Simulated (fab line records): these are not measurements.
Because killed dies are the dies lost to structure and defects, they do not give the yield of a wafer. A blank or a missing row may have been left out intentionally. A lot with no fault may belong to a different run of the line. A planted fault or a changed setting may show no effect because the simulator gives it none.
fab line records -- flow n5_finfet
record lots=7, wafers=39
route steps=1938 shown PASSIVATION@1910
start_h: hours from the record's first day to the start of the lot's first wafer shown -- wait_h: hours from the lot's prior step to this one -- " the same as in the row above -- L1.1+2: several wafers, shown together as one row -- - either no value or no given start -- * or withheld: withheld -- < > ~ a bound
route shown NAME@n: a module of which the file shows steps, and the number in the route of the first -- usual: mean/standard deviation of fault-free wafers -- same: alike in all rows -- chamber/n: place in a boat -- sites: per-site readings -- _std_site: their standard deviation -- _edge_site: mean of outer sites minus mean of inner sites -- radius_mm: for every site, how far away it sits from the centre of the wafer -- mask NAME#n: copy n -- behind: tool/chamber where the wafer was last shaped -- hold: what put the lot on hold/how long, in hours/how the hold closed -- device: whichever transistor did not switch (one of n, p or np) -- end of line: the route-end tests of the same wafers -- for a step that has no rows: nothing shown but its recipe -- killed: at the first sort, the dies lost to defects and structure; wafer yield is something else -- map: shows each die of a wafer: x if killed, . if not, _ if none is there
set.NAME: the setting that was run; set.NAME@STEP: the one run at that earlier step -- model.NAME: the simulator's own value behind a step, which no gauge read
lots run with intentionally changed settings; tables by step, rows by wafer
## steps
# step N5_PASSIVATION_ETCH_59
# recipe chemistry=Cl2/BCl3, target=TaN, target_depth_a=650, time_s=34.9, ion_energy_ev=100, pressure_mtorr=10, icp_w=900, bias_w=100, Cl2_flow_sccm=60, bcl3_flow_sccm=30
lot.wafer,tool,chamber,start_h,wait_h,set.time_s,model.etch.depth_nm
L074.1,rie_metal-03,1,260.10,0.3,17.12,31.84
L074.2,rie_metal-03,0,260.10,0.3,34.9,65.31
L074.3,rie_metal-03,1,260.10,0.3,34.9,65.06
L074.4,rie_metal-03,0,260.10,0.3,17.12,31.94
L074.5,rie_metal-03,0,260.10,0.3,34.9,65.91
L074.6,rie_metal-03,1,260.10,0.3,17.12,32.11
L077.2,rie_metal-01,1,294.10,0.3,34.9,66.52
L077.4,rie_metal-01,1,294.10,0.3,34.9,66.31
L077.5,rie_metal-01,0,294.10,0.3,34.9,64.57
L078.1,rie_metal-03,0,311.46,0.3,34.9,66.13
L078.2,rie_metal-03,1,311.46,0.3,34.9,65.21
L078.3,rie_metal-03,0,311.46,0.3,34.9,66.48
L078.4,rie_metal-03,1,311.46,0.3,34.9,65.83
L078.5,rie_metal-03,1,311.46,0.3,34.9,65.06
L078.6,rie_metal-03,0,311.46,0.3,34.9,65.81
L081.1,rie_metal-01,0,322.87,0.3,34.9,65.42
L081.2,rie_metal-01,1,322.87,0.3,34.9,67.1
L081.3,rie_metal-01,1,322.87,0.3,24.86,47.99
L081.4,rie_metal-01,0,322.87,0.3,24.86,46.43
L081.5,rie_metal-01,1,322.87,0.3,24.86,48.13
L081.6,rie_metal-01,0,322.87,0.3,34.9,64.73
L087.1,rie_metal-02,0,359.76,0.3,34.9,65.63
L087.2,rie_metal-02,1,359.76,0.3,34.9,66.21
L087.3,rie_metal-02,0,359.76,0.3,34.9,64.55
L087.4,rie_metal-02,1,359.76,0.3,46.28,88.42
L087.5,rie_metal-02,0,359.76,0.3,46.28,85.98
L087.6,rie_metal-02,1,359.76,0.3,46.28,88.31
L091.1,rie_metal-03,1,385.54,0.3,26.42,48.98
L091.2,rie_metal-03,0,385.54,0.3,26.42,50.03
L091.3,rie_metal-03,0,385.54,0.3,26.42,50.17
L091.4,rie_metal-03,1,385.54,0.3,34.9,64.68
L091.5,rie_metal-03,0,385.54,0.3,34.9,65.44
L091.6,rie_metal-03,1,385.54,0.3,34.9,65.14
L095.1,rie_metal-01,1,399.83,0.3,34.9,66.78
L095.2,rie_metal-01,0,399.83,0.3,34.9,64.16
L095.3,rie_metal-01,1,399.83,0.3,34.9,66.71
L095.4,rie_metal-01,0,399.83,0.3,34.9,64.17
L095.5,rie_metal-01,0,399.83,0.3,34.9,64.28
L095.6,rie_metal-01,1,399.83,0.3,34.9,66.51
## key
split step=N5_PASSIVATION_ETCH_59, setting=time_s, stated=34.9, by=wafer
response step=N5_PASSIVATION_ETCH_59, reading=model.etch.depth_nm, change=+0.655, per=1%, r=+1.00
